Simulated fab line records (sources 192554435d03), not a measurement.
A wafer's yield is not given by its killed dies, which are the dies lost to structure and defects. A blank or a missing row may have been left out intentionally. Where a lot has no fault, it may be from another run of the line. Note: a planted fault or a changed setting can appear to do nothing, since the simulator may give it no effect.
Matching of chambers | flow n5-finfet | rie-si-04 running N5_FIN_CUT_CUT_ETCH_15: 4 sister chambers
The step etches Si in HBr/Cl2/O2, target depth 100 nm, bt time 10 s, time 42.4 s. 8 wafers are shown with their chamber, then 9 later ones without.

## EACH WAFER AND ITS CHAMBER
wafer  | chamber | throttle-valve-pct (%) | drypump-motor-current-A (A)
L075.6 | 1       | 37.24                  | 5.7
L085.3 | 3       | 37.11                  | 5.4
L088.1 | 3       | 37.13                  | 5.4
L088.3 | 2       | 37.63                  | 5.7
L088.5 | 1       | 37.26                  | 5.7
L089.1 | 2       | 37.63                  | 5.8
L089.2 | 0       | 37.72                  | 5.6
L089.5 | 0       | 37.73                  | 5.6

## WAFERS WHOSE CHAMBER IS MISSING
wafer  | throttle-valve-pct (%) | drypump-motor-current-A (A)
L091.1 | 37.73                  | 5.7
L091.2 | 37.27                  | 5.7
L091.5 | 37.26                  | 5.7
L093.1 | 37.26                  | 5.7
L093.4 | 37.73                  | 5.6
L093.5 | 37.12                  | 5.4
L097.1 | 37.71                  | 5.7
L097.5 | 37.63                  | 5.7
L097.6 | 37.12                  | 5.4

## EACH ONE'S CHAMBER
wafer  | from the rows above | in truth
L091.1 | 0                   | 0
L091.2 | 1                   | 1
L091.5 | 1                   | 1
L093.1 | 1                   | 1
L093.4 | 0                   | 0
L093.5 | 3                   | 3
L097.1 | 0                   | 0
L097.5 | 2                   | 2
L097.6 | 3                   | 3
9 of 9 placed correctly. Number that these rows cannot place: 0. Placed wrongly: 0.
How it was worked out, from the rows above alone: a wafer's distance from a chamber is the root of the sum, over the readings, of the square of ((its reading less the chamber's mean) divided by the reading's scatter). If the next closest chamber is less than 2 further off than the closest, the wafer can't be placed; otherwise it belongs to the closest. A chamber's mean is the mean of its shown wafers. The scatter: the root of (the sum of the squares of (reading less its chamber's mean) over the shown wafers, divided by (wafers less chambers)).
